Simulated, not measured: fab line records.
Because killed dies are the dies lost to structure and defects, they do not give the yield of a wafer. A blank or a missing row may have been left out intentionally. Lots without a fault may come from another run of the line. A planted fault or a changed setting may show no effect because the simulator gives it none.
Struck lot and sound lot, side by side + flow n5Finfet + 15 steps out of a route of 1938
Sound: these wafers, L447.1, L447.2, L447.6. The struck wafers were L441.1, L441.3, L441.6. The cause is named last.
At each step with rows: each side's tool, then ch and its chambers, then its first start. Under that, the readings that differ: sound wafers + struck wafers + difference of the means + sigmas: that difference in standard deviations of wafers without a fault.
alike: words and numbers the same on both sides, and readings whose means are apart by under 2 such deviations; not compared: readings that were withheld, readings missing a value for some wafer, numbers with overlapping values and no deviation given by the record, and bounds like >300 which may hide the same value.
A row with sigmas, a row that says differs or no value, or rows on one side alone: a step with any of these is where the two part. When numbers do not overlap yet have no deviation, they are printed without sigmas and do not part them. Lack of a reading on every wafer of one side parts them only where that side has two or more wafers.

first, 2 steps without rows for these wafers: N5_BEOL_M5_SPUTTER_83 (material Cu, target thk 15 nm, time 27.62 s); N5_BEOL_M5_ANNEAL_84 (time 1800 s).
N5_BEOL_M5_SPUTTER_88: material Cu, target thk 15 nm, time 27.62 s.
  struck on pvdSputter-03, day 11 14:56; sound on pvdSputter-01, day 12 14:04
  alike: susceptorTempC, throttleValvePct
then, 1 step without rows for these wafers: N5_BEOL_M5_ANNEAL_89 (time 1800 s).
N5_BEOL_M5_SPUTTER_90: material Cu, target thk 4.5 nm, time 8.29 s.
  struck on pvdSputter-03, day 11 16:01; sound on pvdSputter-01, day 12 15:09
  alike: susceptorTempC, throttleValvePct
then, 2 steps without rows for these wafers: N5_BEOL_M5_ECD_50 (material Cu, target thk 300 nm); N5_BEOL_M5_ANNEAL_51 (time 90 s).
N5_BEOL_M5_CMP_52: polishes, stops on SiCOH lowk, t overpolish 6.9 s, target thk 62 nm.
  sound on cmp-02 ch 1,2,3, day 12 15:41; struck on cmp-02 ch 0,2,3, day 11 16:58
  alike: barrierFieldEndpointS, motorCurrentA, overpolishRunS, platenRpm, timeToEndpointS
N5_BEOL_M5_THK_MEAS_53: measures by xrf.
  struck on filmMetro-01, day 11 17:14; sound on filmMetro-02, day 12 15:56
  alike: M5_THK
N5_BEOL_M5_PRE_CLEAN_77: time 15 s.
  sound on cvdCo-01 ch 0,2, day 12 16:01; struck on cvdCo-02 ch 1,2, day 11 17:16
  alike: heaterPowerW
  not compared: susceptorTempC
N5_BEOL_M5_CO_CAP_78: material Co, precursor CCTBA/H2, target thk 2 nm, time 102.1 s.
  sound on cvdCo-01 ch 0,2, day 12 16:03; struck on cvdCo-02 ch 1,2, day 11 17:19
  alike: heaterPowerW, susceptorTempC
then, 1 step without rows for these wafers: N5_BEOL_M5_PRE_CLEAN_55 (time 15 s).
N5_BEOL_M5_DEP_56: deposits SiCN from 3MS/NH3, target thk 8 nm, time 14 s.
  sound on pecvd-01 ch 0,1,2, day 12 16:10; struck on pecvd-04 ch 0,1, day 11 17:25
| reading                                 | sound     | struck | difference | sigmas |
|-----------------------------------------|-----------|--------|------------|--------|
| model.SiCN_of_BEOL_M5_DEP_56.thkNm (nm) | 7.8 8 8.2 | 6 6 6  | -2         |        |
  alike: showerheadPlenumPTorr, showerheadVppV, throttleValvePct
N5_BEOL_M5_RS_MEAS_57: measures by four-point-probe.
  struck on filmMetro-02, day 11 17:29; sound on filmMetro-01, day 12 16:14
  alike: M5_RS
N5_PASSIVATION_PROBE_49:
  the record has rows for the sound wafers here (prober-01, day 16 13:23) and none for the struck ones

WHERE THEY PART
At N5_PASSIVATION_PROBE_49 and nowhere else, as far as this record goes.

WHY: whatever the simulator had introduced
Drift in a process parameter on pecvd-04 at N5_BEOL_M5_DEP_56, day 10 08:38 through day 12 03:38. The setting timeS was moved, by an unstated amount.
